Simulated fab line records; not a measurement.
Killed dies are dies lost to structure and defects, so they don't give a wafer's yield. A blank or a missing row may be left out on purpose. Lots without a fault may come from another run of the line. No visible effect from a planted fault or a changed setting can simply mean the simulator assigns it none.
fab line records	flow n5_finfet
record: lots: 5	wafers: 15	last_day: 17
route steps=1938 shown PMOS_HMC_CHANNEL_EPI@62 FIN_SAQP@90 BEOL_M4@1111
lots that met no fault: from a run of the same line without faults
start_h: hours from the record's opening day to when the first of the lot's shown wafers began	wait_h: hours elapsed since this lot's preceding step	" unchanged from the row above	L1.1+2: several wafers, shown together as one row	- either no value or no given start	* or withheld: withheld	< > ~ a bound
route shown NAME@n: NAME is a module with steps in the file, n the number in the route of the first one	usual: the fault-free wafers' mean and standard deviation	same: alike in all rows	chamber/n: place in a boat	sites: the reading at each site	_std_site: the standard deviation of these	_edge_site: inner sites' mean taken away from outer sites' mean	radius_mm: how far each site lies from the wafer's centre	mask NAME#n: copy n	behind: the tool/chamber that last shaped the wafer	hold: what put the lot on hold/how long, in hours/how the hold closed	device: the n, p or np transistor that did not switch	end of line: the route-end tests of the same wafers	for a step that has no rows: nothing shown but its recipe	killed: dies lost to structure and defects at the first sort, not the wafer's yield	map: a wafer's dies, marking killed ones x, the rest . and places with no die _
set.NAME: the setting the step ran with; set.NAME@STEP: the setting that earlier step ran with	model.NAME: the simulator's own value behind a step, which no gauge read
lots at some steps of the route; a table a step, a row a wafer
services: from which hour (start_h, from the record's first day; less than 0 if before it) a tool's chamber was out of use, for how many hours, and why
== steps ==
step: N5_PMOS_HMC_CHANNEL_EPI_EXPOSE_06
recipe: mask_id: PMOS_HMC_BLK	na: 1.35	source_shape: conventional	sigma_outer: 0.8	polarization: unpolarized	target_cd_nm: 240	dose_mj: 41
step: N5_PMOS_HMC_CHANNEL_EPI_PEB_07
recipe: peb_temp_c: 110	peb_time_s: 60	resist: CAR-ArF-block
step: N5_PMOS_HMC_CHANNEL_EPI_DEVELOP_08
recipe: develop_time_s: 30	developer: TMAH	resist: CAR-ArF-block	dev_temp_c: 23	rinse_liquid: diw	dry: air_spin
step: N5_PMOS_HMC_CHANNEL_EPI_CD_MEAS_09
recipe: target_cd_nm: 237.4	landing_energy_ev: 500	detector: se_inlens
usual: cd_nm: 237.7/0.82
lot.wafer	tool	chamber	start_h	wait_h	cd_nm
L888.3	cd_sem-01	0	23.54	-	237.6
L888.5	"	0	"	"	238.0
L888.6	"	0	"	"	237.3
L892.1	cd_sem-03	0	47.34	-	237.5
L892.2	"	0	"	"	238.6
L892.3	"	0	"	"	239.4
L898.3	cd_sem-01	0	83.67	-	237.5
L898.5	"	0	"	"	237.9
L898.6	"	0	"	"	237.6
L904.1	cd_sem-03	0	119.15	-	236.9
L904.2	"	0	"	"	237.5
L904.5	"	0	"	"	237.7
L909.2	cd_sem-03	0	149.11	-	236.8
L909.4	"	0	"	"	237.2
L909.6	"	0	"	"	236.8
step: N5_PMOS_HMC_CHANNEL_EPI_OVL_MEAS_10
recipe: points_per_wafer: 44
usual: PMOS_HMC_BLK_OVL: 0.5/0.78
lot.wafer	tool	chamber	start_h	wait_h	PMOS_HMC_BLK_OVL[nm]
L888.3	overlay-02	0	23.56	0.0	1.5
L888.5	"	0	"	"	0.6
L888.6	"	0	"	"	-0.2
L892.1	overlay-01	0	47.37	0.0	-1.2
L892.2	"	0	"	"	1.0
L892.3	"	0	"	"	1.1
L898.3	overlay-02	0	83.70	0.0	0.2
L898.5	"	0	"	"	0.8
L898.6	"	0	"	"	1.2
L904.1	overlay-02	0	119.18	0.0	0.9
L904.2	"	0	"	"	0.9
L904.5	"	0	"	"	1.3
L909.2	overlay-02	0	149.14	0.0	0.5
L909.4	"	0	"	"	0.5
L909.6	"	0	"	"	0.6
step: N5_PMOS_HMC_CHANNEL_EPI_INSPECT_11
recipe: mode: adi	inspect_instrument: macro
usual: raw_defect_count: 2.2/1.5
lot.wafer	tool	chamber	start_h	wait_h	raw_defect_count
L888.3	defect_inspect-01	-	23.59	0.0	3
L888.5	"	-	"	"	2
L888.6	"	-	"	"	2
L892.1	defect_inspect-01	-	47.40	0.0	2
L892.2	"	-	"	"	2
L892.3	"	-	"	"	1
L898.3	defect_inspect-02	-	83.73	0.0	0
L898.5	"	-	"	"	1
L898.6	"	-	"	"	5
L904.1	defect_inspect-02	-	119.20	0.0	5
L904.2	"	-	"	"	3
L904.5	"	-	"	"	4
L909.2	defect_inspect-02	-	149.16	0.0	1
L909.4	"	-	"	"	4
L909.6	"	-	"	"	0
step: N5_PMOS_HMC_CHANNEL_EPI_DESCUM_14
recipe: chemistry: O2	time_s: 7.9	source_power_w: 50	bias_power_w: 20	pressure_mtorr: 20	rf_frequency_hz: 2.712e+07	temp_c: 40	resist: CAR-ArF-block	o2_flow_sccm: 225
step: N5_PMOS_HMC_CHANNEL_EPI_ETCH_32
recipe: chemistry: N2/H2	target: BARC	stop_on: SiO2	target_depth_a: 858	over_etch_frac: 0.3	time_s: 50.3	ion_energy_ev: 200	mask_material: CAR-ArF-block	pressure_mtorr: 30	source_w: 840	bias_w: 150	n2_flow_sccm: 200	h2_flow_sccm: 200
usual: drypump_motor_current_A: 5.5/0.5	n2_flow_sccm: 200.0/0.61	oes_product_au: 0.68/0.066	rf_vpp_V: 523.8/2.4	showerhead_plenum_p_Torr: 2.55/0.081	throttle_valve_pct: 17.90/0.25
lot.wafer	tool	chamber	start_h	wait_h	drypump_motor_current_A	n2_flow_sccm	oes_product_au	rf_hours_counter_h	rf_vpp_V	showerhead_plenum_p_Torr	throttle_valve_pct
L888.3	rie_diel-06	3	23.73	0.0	6.8	199.8	0.59	243	525.9	2.61	17.94
L888.5	"	2	"	"	5.7	200.3	0.68	-	521.2	2.47	18.24
L888.6	"	1	"	"	5.3	199.4	0.82	-	524.1	2.61	17.88
L892.1	rie_diel-06	2	47.47	0.0	5.7	200.3	0.67	95	521.0	2.47	18.26
L892.2	"	3	"	"	6.8	200.0	0.58	250	527.2	2.60	17.97
L892.3	"	1	"	"	5.4	200.5	0.80	18	527.2	2.61	17.89
L898.3	rie_diel-06	3	83.79	0.0	6.8	199.1	0.82	4	525.7	2.60	17.51
L898.5	"	3	"	"	6.8	200.4	0.82	-	525.5	2.60	17.50
L898.6	"	0	"	"	5.5	199.8	0.67	-	521.8	2.44	17.97
L904.1	rie_diel-05	0	119.27	0.0	5.3	200.8	0.67	140	522.6	2.55	17.53
L904.2	"	2	"	"	6.0	200.0	0.60	218	522.5	2.51	18.28
L904.5	"	0	"	"	5.3	200.7	0.67	-	523.7	2.55	17.53
L909.2	rie_diel-06	0	149.23	0.0	5.5	200.7	0.64	141	520.6	2.43	18.01
L909.4	"	2	"	"	5.7	199.3	0.65	128	520.3	2.46	18.29
L909.6	"	3	"	"	6.8	200.1	0.77	-	524.6	2.59	17.54
step: N5_PMOS_HMC_CHANNEL_EPI_HM_OPEN_15
recipe: chemistry: CHF3/O2	target: SiO2	mask_material: CAR-ArF-block	target_depth_a: 406	CHF3_flow_sccm: 50	O2_flow_sccm: 5	Ar_flow_sccm: 200	time_s: 20.3	pressure_mtorr: 30	source_w: 650	bias_w: 170	ion_energy_ev: 200
step: N5_PMOS_HMC_CHANNEL_EPI_STRIP_33
recipe: chemistry: N2/H2	power_w: 500	temp_c: 40	pressure_mtorr: 50	rf_frequency_hz: 6e+07	overash_fraction: 0.3	bias_power_w: 8	h2_frac: 0.5	n2_flow_sccm: 300	h2_flow_sccm: 300
step: N5_PMOS_HMC_CHANNEL_EPI_STRIP_17
recipe: chemistry: SPM	time_s: 750	temp_c: 130	h2so4_h2o2_vol_ratio: 4	dry: ipa_marangoni
step: N5_PMOS_HMC_CHANNEL_EPI_ETCH_38
recipe: chemistry: CF4	target: SiO2	target_depth_a: 15	ion_energy_ev: 350	pressure_mtorr: 10	icp_w: 800	bias_w: 400	cf4_flow_sccm: 80
step: N5_PMOS_HMC_CHANNEL_EPI_FIN_RECESS_16
recipe: chemistry: HBr/Cl2	target: Si	mask_material: SiO2	target_depth_a: 540	time_s: 18	pressure_mtorr: 10	icp_w: 800	bias_w: 75	HBr_flow_sccm: 150	Cl2_flow_sccm: 80
usual: drypump_motor_current_A: 5.5/0.53	oes_product_au: 1.000/0.02	throttle_valve_pct: 35.33/0.17
lot.wafer	tool	chamber	start_h	wait_h	drypump_motor_current_A	oes_product_au	rf_hours_counter_h	throttle_valve_pct	model.etch.depth_nm	model.PMOS_HMC_CHANNEL_EPI.feature_depth_nm
L888.3	rie_si-02	1	24.19	0.0	5.9	1.043	-	35.42	54.83	54.83
L888.5	"	3	"	"	4.9	0.970	-	35.11	54.34	54.34
L888.6	"	1	"	"	5.9	1.028	-	35.43	54.48	54.48
L892.1	rie_si-02	3	47.91	0.0	4.9	0.958	39	35.11	52.62	52.62
L892.2	"	2	"	"	6.4	1.004	0	35.18	54.03	54.03
L892.3	"	1	"	"	5.8	1.027	205	35.41	54.26	54.26
L898.3	rie_si-02	2	84.21	0.0	6.4	1.000	1	35.17	59.35	59.35
L898.5	"	3	"	"	4.9	0.968	-	35.12	53.3	53.3
L898.6	"	2	"	"	6.4	1.009	-	35.18	53.52	53.52
L904.1	rie_si-06	0	119.69	0.0	5.1	1.009	30	35.30	54.82	54.82
L904.2	"	1	"	"	5.2	0.967	75	35.57	53.62	53.62
L904.5	"	3	"	"	5.7	0.994	-	35.33	54.74	54.74
L909.2	rie_si-05	3	149.87	0.0	5.4	1.007	31	35.17	54.25	54.25
L909.4	"	1	"	"	5.1	1.011	179	35.38	54.84	54.84
L909.6	"	1	"	"	5.1	1.005	-	35.38	54.59	54.59
step: N5_PMOS_HMC_CHANNEL_EPI_PRECLEAN_36
recipe: chemistry: O3/DIW	time_s: 45	temp_c: 22	o3_ppm: 10
step: N5_PMOS_HMC_CHANNEL_EPI_PRECLEAN_18
recipe: chemistry: DHF	time_s: 30	temp_c: 25	dilution: withheld
step: N5_PMOS_HMC_CHANNEL_EPI_SRD_19
recipe: dry: ipa_marangoni	do_ppb: 5	time_s: 30	temp_c: 23	rinse_liquid: diw
step: N5_PMOS_HMC_CHANNEL_EPI_EPI_20
recipe: material: SiGe30	mask_material: SiO2	pressure_torr: 20	target_thk_a: 590	temp_c: 600
step: N5_PMOS_HMC_CHANNEL_EPI_HM_STRIP_35
recipe: chemistry: dHF	temp_c: 25	material: SiO2	target: SiO2	target_depth_a: 396	time_s: 216
step: N5_PMOS_HMC_CHANNEL_EPI_SRD_39
recipe: dry: ipa_marangoni	time_s: 30	temp_c: 23	rinse_liquid: diw
step: N5_PMOS_HMC_CHANNEL_EPI_CMP_21
recipe: material: SiGe30	post_cmp_clean: alkaline_brush	target_thk_nm: 54
step: N5_PMOS_HMC_CHANNEL_EPI_THK_MEAS_22
recipe: reads: SiGe30_of_PMOS_HMC_CHANNEL_EPI_EPI_20
usual: HMC_CMP_THK: 54.3/0.61
lot.wafer	tool	chamber	start_h	wait_h	HMC_CMP_THK[nm]
L888.3	film_metro-02	-	26.02	-	54.7
L888.5	"	-	"	"	54.2
L888.6	"	-	"	"	54.4
L892.1	film_metro-02	-	49.73	-	52.5
L892.2	"	-	"	"	53.9
L892.3	"	-	"	"	54.2
L898.3	film_metro-02	-	86.02	-	59.2
L898.5	"	-	"	"	53.1
L898.6	"	-	"	"	53.5
L904.1	film_metro-01	-	121.49	-	54.9
L904.2	"	-	"	"	53.7
L904.5	"	-	"	"	54.8
L909.2	film_metro-01	-	151.71	-	54.5
L909.4	"	-	"	"	55.0
L909.6	"	-	"	"	54.8
step: N5_PMOS_HMC_CHANNEL_EPI_PRECLEAN_40
recipe: chemistry: DHF	time_s: 30	temp_c: 25	dilution: withheld
step: N5_PMOS_HMC_CHANNEL_EPI_PRECLEAN_37
recipe: chemistry: O3/DIW	time_s: 45	temp_c: 22	o3_ppm: 10
step: N5_PMOS_HMC_CHANNEL_EPI_PRECLEAN_24
recipe: chemistry: DHF	time_s: 30	temp_c: 25	dilution: withheld
step: N5_PMOS_HMC_CHANNEL_EPI_SRD_25
recipe: dry: ipa_marangoni	do_ppb: 5	time_s: 30	temp_c: 23	rinse_liquid: diw
step: N5_PMOS_HMC_CHANNEL_EPI_EPI_26
recipe: material: Si	target_thk_a: 38	temp_c: 650	precursor: SiH4/H2	pressure_torr: 20	time_s: 22.7
step: N5_PMOS_HMC_CHANNEL_EPI_INSPECT_30
recipe: inspect_instrument: darkfield	mode: post_epi
usual: raw_defect_count: 20/7.5
lot.wafer	tool	chamber	start_h	wait_h	raw_defect_count
L888.3	defect_inspect-02	-	26.50	0.0	21
L888.5	"	-	"	"	21
L888.6	"	-	"	"	32
L892.1	defect_inspect-01	-	50.21	0.0	23
L892.2	"	-	"	"	17
L892.3	"	-	"	"	29
L898.3	defect_inspect-02	-	86.50	0.0	29
L898.5	"	-	"	"	23
L898.6	"	-	"	"	16
L904.1	defect_inspect-01	-	121.97	0.0	27
L904.2	"	-	"	"	17
L904.5	"	-	"	"	9
L909.2	defect_inspect-02	-	152.19	0.0	18
L909.4	"	-	"	"	16
L909.6	"	-	"	"	21
step: N5_FIN_SAQP_PRECLEAN_42
recipe: chemistry: O3/DIW	time_s: 60	temp_c: 22	o3_ppm: 10
step: N5_FIN_SAQP_PRECLEAN_00
recipe: chemistry: SC1	time_s: 60	temp_c: 55	mix: 1:2:50
step: N5_FIN_SAQP_PRECLEAN_44
recipe: chemistry: SC2	time_s: 45	temp_c: 35	mix: 1:1:50
step: N5_FIN_SAQP_SRD_01
recipe: dry: ipa_marangoni	time_s: 30	temp_c: 23	rinse_liquid: diw
step: N5_FIN_SAQP_ALD_61
recipe: material: SiO2	target_thk_a: 40	temp_c: 300	ald_precursor_family: BDEAS	ald_co_reactant: O2-plasma	pulse_time_s: 1	purge_time_s: 2	co_reactant_purge_time_s: 2	ald_cycles: 43	pressure_torr: 2
step: N5_FIN_SAQP_DENSIFY_62
recipe: temp_c: 700	time_s: 60	ambient: N2	idle_temp_c: 600	ramp_up_c_per_s: 150	ramp_down_c_per_s: 60	cool_to_c: 600
usual: lamp_power_pct: 9.85/0.056	wafer_temp_C_max: 703.2/0.59
lot.wafer	tool	chamber	start_h	wait_h	lamp_power_pct	wafer_temp_C_max
L888.3	rtp_anneal-01	0	26.88	0.2	9.84	704.5
L888.5	"	0	"	"	9.91	702.9
L888.6	"	0	"	"	9.95	702.2
L892.1	rtp_anneal-01	0	50.54	0.1	9.84	702.0
L892.2	"	0	"	"	9.89	702.3
L892.3	"	0	"	"	9.96	702.7
L898.3	rtp_anneal-02	0	88.16	0.4	9.71	702.8
L898.5	"	0	"	"	9.89	703.7
L898.6	"	0	"	"	9.81	703.2
L904.1	rtp_anneal-02	0	122.43	0.3	9.88	703.6
L904.2	"	0	"	"	9.78	703.0
L904.5	"	0	"	"	9.84	704.0
L909.2	rtp_anneal-01	0	152.83	0.1	9.81	704.0
L909.4	"	0	"	"	9.81	702.8
L909.6	"	0	"	"	9.82	702.8
step: N5_FIN_SAQP_HM_DEP_03
recipe: material: SiNx	target_thk_a: 380	temp_c: 400	precursor: SiH4/NH3/N2	pressure_torr: 1.5	rf_w: 300	time_s: 33.6
step: N5_FIN_SAQP_THK_MEAS_05
usual: thk_nm: 37.8/0.56
lot.wafer	tool	chamber	start_h	wait_h	thk_nm
L888.3	film_metro-01	-	27.13	0.1	38.0
L888.5	"	-	"	"	38.3
L888.6	"	-	"	"	38.3
L892.1	film_metro-02	-	50.85	0.1	37.9
L892.2	"	-	"	"	37.6
L892.3	"	-	"	"	38.2
L898.3	film_metro-01	-	88.40	0.1	36.7
L898.5	"	-	"	"	37.8
L898.6	"	-	"	"	37.5
L904.1	film_metro-02	-	122.73	0.1	37.6
L904.2	"	-	"	"	37.2
L904.5	"	-	"	"	38.1
L909.2	film_metro-02	-	153.12	0.1	36.7
L909.4	"	-	"	"	37.9
L909.6	"	-	"	"	37.7
step: N5_FIN_SAQP_PECVD_47
recipe: material: a-Si	target_thk_a: 450	temp_c: 400	precursor: SiH4/He	pressure_torr: 3	rf_w: 100	time_s: 36.3
usual: heater_power_outer_w: 515/44	heater_power_w: 843/61	showerhead_plenum_p_Torr: 5.69/0.054	throttle_valve_pct: 17.8/0.5
lot.wafer	tool	chamber	start_h	wait_h	heater_power_outer_w	heater_power_w	showerhead_plenum_p_Torr	throttle_valve_pct
L888.3	pecvd-02	1	27.18	0.1	558	877	5.63	17.6
L888.5	"	1	"	"	551	863	5.64	17.3
L888.6	"	0	"	"	496	842	5.77	18.1
L892.1	pecvd-03	1	50.89	0.0	508	856	5.68	18.2
L892.2	"	2	"	"	478	764	5.64	17.9
L892.3	"	1	"	"	511	858	5.67	18.3
L898.3	pecvd-01	0	88.44	0.0	541	818	5.63	18.5
L898.5	"	1	"	"	520	862	5.71	17.9
L898.6	"	2	"	"	600	908	5.77	17.7
L904.1	pecvd-01	2	122.77	0.0	562	852	5.77	17.8
L904.2	"	0	"	"	553	842	5.65	18.5
L904.5	"	0	"	"	552	853	5.64	18.6
L909.2	pecvd-02	0	153.15	0.0	547	889	5.76	18.4
L909.4	"	0	"	"	544	902	5.76	18.0
L909.6	"	2	"	"	534	967	5.66	16.6
step: N5_FIN_SAQP_PECVD_48
recipe: material: SiNx	target_thk_a: 250	temp_c: 400	precursor: SiH4/NH3/N2	pressure_torr: 1.5	rf_w: 300	time_s: 22.1
usual: heater_power_outer_w: 464/41	heater_power_w: 776/57	showerhead_plenum_p_Torr: 5.17/0.073	throttle_valve_pct: 39.1/1.1
lot.wafer	tool	chamber	start_h	wait_h	heater_power_outer_w	heater_power_w	showerhead_plenum_p_Torr	throttle_valve_pct
L888.3	pecvd-02	1	27.25	0.0	496	778	5.11	38.6
L888.5	"	1	"	"	496	783	5.11	38.6
L888.6	"	0	"	"	426	747	5.27	39.4
L892.1	pecvd-03	1	50.95	0.0	433	756	5.15	39.5
L892.2	"	2	"	"	474	732	5.09	38.8
L892.3	"	1	"	"	423	778	5.16	39.8
L898.3	pecvd-01	0	88.48	0.0	516	809	5.12	40.6
L898.5	"	1	"	"	418	696	5.18	39.6
L898.6	"	2	"	"	523	814	5.27	38.9
L904.1	pecvd-01	2	122.81	0.0	496	761	5.26	38.9
L904.2	"	0	"	"	449	722	5.11	41.1
L904.5	"	0	"	"	449	692	5.11	40.8
L909.2	pecvd-02	0	153.19	0.0	538	916	5.26	39.9
L909.4	"	0	"	"	531	877	5.28	39.8
L909.6	"	2	"	"	463	830	5.11	36.6
step: N5_FIN_SAQP_PECVD_06
recipe: material: a-Si	target_thk_a: 600	temp_c: 400	precursor: SiH4/He	pressure_torr: 3	rf_w: 100	time_s: 48.1
step: N5_FIN_SAQP_THK_MEAS_07
usual: thk_nm: 60.3/0.74
lot.wafer	tool	chamber	start_h	wait_h	thk_nm
L888.3	film_metro-01	-	27.40	0.1	59.9
L888.5	"	-	"	"	60.3
L888.6	"	-	"	"	59.5
L892.1	film_metro-01	-	51.13	0.1	60.0
L892.2	"	-	"	"	59.8
L892.3	"	-	"	"	61.3
L898.3	film_metro-01	-	88.61	0.1	60.1
L898.5	"	-	"	"	61.1
L898.6	"	-	"	"	60.9
L904.1	film_metro-02	-	122.94	0.1	60.1
L904.2	"	-	"	"	60.2
L904.5	"	-	"	"	61.2
L909.2	film_metro-01	-	153.32	0.1	60.7
L909.4	"	-	"	"	61.0
L909.6	"	-	"	"	61.1
step: N5_FIN_SAQP_HM_DEP_72
recipe: material: SiO2	target_thk_a: 120	temp_c: 400	precursor: SiH4/N2O	pressure_torr: 0.75	rf_w: 275	time_s: 7.2
usual: heater_power_outer_w: 471/51	heater_power_w: 778/63	showerhead_plenum_p_Torr: 8.21/0.15
lot.wafer	tool	chamber	start_h	wait_h	heater_power_outer_w	heater_power_w	showerhead_plenum_p_Torr
L888.3	pecvd-01	2	27.44	0.0	558	872	8.43
L888.5	"	0	"	"	483	757	8.10
L888.6	"	1	"	"	426	721	8.23
L892.1	pecvd-02	2	51.17	0.0	496	929	8.08
L892.2	"	1	"	"	511	817	8.09
L892.3	"	2	"	"	508	900	8.11
L898.3	pecvd-02	0	88.64	0.0	447	765	8.42
L898.5	"	1	"	"	517	803	8.07
L898.6	"	2	"	"	402	773	8.12
L904.1	pecvd-02	0	122.99	0.0	546	916	8.41
L904.2	"	2	"	"	419	797	8.10
L904.5	"	1	"	"	466	760	8.08
L909.2	pecvd-03	1	153.36	0.0	470	804	8.19
L909.4	"	2	"	"	411	661	8.03
L909.6	"	1	"	"	463	798	8.16
step: N5_FIN_SAQP_COAT_49
recipe: resist: SOC	temp_c: 250	time_s: 60	spin_rpm: 1500	resist_thk_nm: 100
step: N5_BEOL_M4_RC_MEAS_101
usual: CJ_P: 5.76/0.14	DIBL_N: 36.4/1.5	DIBL_P: 36.4/1.6	IOFF_N: 0.164/0.025	IOFF_P: 0.214/0.028	ION_N: 675/9.9	ION_P: 463/6.5	SS_N: 71.5/0.5	SS_P: 73.3/0.56	VT_N: 249.2/2.7	VT_P: -250.1/2.8
lot.wafer	tool	chamber	start_h	wait_h	CJ_P	DIBL_N[mV/V]	DIBL_P[mV/V]	IOFF_N[nA/um]	IOFF_P[nA/um]	ION_N[uA/um]	ION_P[uA/um]	SS_N[mV/dec]	SS_P[mV/dec]	VT_N[mV]	VT_P[mV]
L888.3	prober-01	0	178.24	0.3	5.63	39.6	37.6	0.187	0.249	669	464	71.7	74.6	250.1	-248.0
L888.5	"	0	"	"	5.82	38.6	36.5	0.166	0.237	676	467	71.9	73.4	250.8	-250.0
L888.6	"	0	"	"	5.85	36.4	34.3	0.138	0.211	672	469	71.2	73.3	254.0	-248.7
L892.1	prober-01	0	195.37	0.0	6.05	39.4	37.2	0.204	0.238	702	475	72.0	73.7	246.6	-247.6
L892.2	"	0	"	"	5.86	37.3	35.1	0.166	0.205	679	461	71.6	73.0	250.2	-251.2
L892.3	"	0	"	"	5.71	38.9	35.5	0.195	0.217	683	458	72.0	73.9	246.6	-249.3
L898.3	prober-01	0	234.86	0.3	4.33	34.8	35.2	0.153	0.242	673	465	71.3	72.6	249.2	-246.2
L898.5	"	0	"	"	5.85	37.3	37.1	0.208	0.282	698	485	72.0	73.0	243.0	-245.0
L898.6	"	0	"	"	5.89	35.2	35.3	0.155	0.229	670	466	71.4	72.8	251.8	-248.4
L904.1	prober-01	0	272.10	0.0	5.52	37.8	38.1	0.212	0.231	678	459	72.9	74.0	246.6	-248.4
L904.2	"	0	"	"	5.83	36.8	37.4	0.203	0.221	691	466	71.4	73.9	245.9	-249.4
L904.5	"	0	"	"	5.84	37.0	37.6	0.202	0.234	701	473	71.6	73.8	242.3	-246.5
L909.2	prober-02	0	304.17	0.8	5.74	37.1	37.6	0.163	0.228	663	461	71.3	73.1	248.3	-248.4
L909.4	"	0	"	"	5.63	37.7	39.5	0.195	0.269	686	470	71.9	74.1	247.5	-247.2
L909.6	"	0	"	"	5.46	34.9	35.4	0.131	0.190	678	465	71.3	72.3	251.5	-250.0
== services ==
tool	chamber	start_h	hours	kind
rie_si-02	1	-0.24	11.1	repair
rie_si-02	0	20.84	6.4	repair
pecvd-02	2	21.12	-	clean
pecvd-02	2	21.12	-	consumable_replace:showerhead
pecvd-02	2	21.12	29.0	scheduled_down
pecvd-02	2	21.12	29.0	vent_cycle
rie_diel-05	2	24.66	3.3	repair
pecvd-01	-	37.22	1.0	repair
rie_diel-05	0	43.68	8.0	repair
pecvd-02	0	46.77	6.9	repair
rie_diel-05	2	47.42	1.8	repair
rie_diel-06	3	48.93	-	clean
rie_si-02	-	54.60	2.8	pm
pecvd-01	-	62.56	5.5	pm
rie_diel-05	2	65.70	3.1	repair
rie_si-05	2	69.49	6.8	repair
pecvd-02	-	77.80	1.1	repair
rie_si-06	-	80.04	28.1	pm
rie_si-05	3	102.40	6.3	repair
pecvd-03	0	103.26	4.4	repair
rtp_anneal-02	-	108.78	0.8	pm
pecvd-03	1	109.45	10.3	repair
pecvd-02	1	130.79	14.1	repair
rie_si-06	-	131.77	0.3	repair
== key ==
first_sign: step: N5_PMOS_HMC_CHANNEL_EPI_THK_MEAS_22	reading: HMC_CMP_THK	direction: up	sigmas: 8.1	usual: 54.3	struck: 59.2
effect: step: N5_BEOL_M4_RC_MEAS_101	reading: CJ_P	direction: down	sigmas: 10	usual: 5.76	struck: 4.33
model_effect: step: N5_PMOS_HMC_CHANNEL_EPI_FIN_RECESS_16	value: etch.depth_nm	without: 53.88	struck: 59.35
met_at N5_PMOS_HMC_CHANNEL_EPI_FIN_RECESS_16
struck_wafers L898.3
onset_between 47.91 84.21
fault: kind: process_parameter_drift	tool: rie_si-02	chamber: -	onset_h: 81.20	steps: N5_PMOS_HMC_CHANNEL_EPI_FIN_RECESS_16	channel: time_s	offset: *	shape: step	end_h: 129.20	scope: struck_wafers_only	acts_in: *	stated: *
